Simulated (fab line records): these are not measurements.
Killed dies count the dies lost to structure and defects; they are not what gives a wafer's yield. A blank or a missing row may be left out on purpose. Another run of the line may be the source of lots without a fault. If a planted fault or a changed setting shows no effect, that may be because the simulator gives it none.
Chamber matching -- flow n5Finfet -- N5_BEOL_M5_CURE_80 on uvCure-01 has 3 sister chambers
The step cures SiCOH lowk, time 120 s. 16 wafers are shown with their chamber, then 8 later ones without.

WAFERS WITH THEIR CHAMBER
wafer,chamber,wafer_temp_C_max,lampPowerPct (%)
L077.1,0,371.4,52.31
L077.4,0,372.2,52.29
L077.6,0,371.5,52.27
L078.1,0,371.1,52.37
L078.3,0,371.6,52.37
L078.6,0,371.5,52.35
L081.1,1,372.4,52.31
L081.5,1,371.8,52.32
L081.6,1,371.8,52.28
L085.1,2,370.8,52.34
L085.3,2,371.6,52.37
L085.4,2,371.6,52.37
L084.1,1,372.7,52.23
L084.2,1,371.9,52.32
L084.3,1,372.5,52.24
L087.3,0,371.1,52.40

SIGNATURES (means of the wafers above)
reading,chamber 0,chamber 1,chamber 2,scatter within a chamber
wafer_temp_C_max,371.486,372.183,371.333,0.396
lampPowerPct,52.3371,52.2833,52.3600,0.0416
Rule: a wafer lies at a distance from a chamber equal to the root of the sum of squares, over the readings, of (its reading less the chamber's mean, divided by the reading's scatter). The wafer belongs to the nearest chamber; if the next one is less than 2 further off, it can't be placed. The scatter: take each reading less its chamber's mean, square it, sum over the shown wafers, divide by the number of wafers less the number of chambers, and take the root.

WAFERS WHOSE CHAMBER IS MISSING
wafer,wafer_temp_C_max,lampPowerPct (%)
L087.4,371.4,52.40
L087.5,371.6,52.34
L090.1,371.5,52.36
L090.2,371.8,52.29
L090.3,371.9,52.25
L093.3,372.3,52.33
L093.4,371.7,52.38
L093.5,371.9,52.33

THE CHAMBER EACH PASSED THROUGH
wafer,from the rows above,in truth
L087.4,can't be placed: 2 or 0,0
L087.5,can't be placed: 0 or 2 or 1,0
L090.1,can't be placed: 2 or 0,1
L090.2,can't be placed: 1 or 0 or 2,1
L090.3,can't be placed: 1 or 0 or 2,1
L093.3,can't be placed: 1 or 0 or 2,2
L093.4,can't be placed: 2 or 0 or 1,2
L093.5,can't be placed: 0 or 1 or 2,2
Placed correctly: 0 of 8. Unplaceable from these rows: 8, with the true chamber sitting among the candidates in 7. 0 placed wrongly.
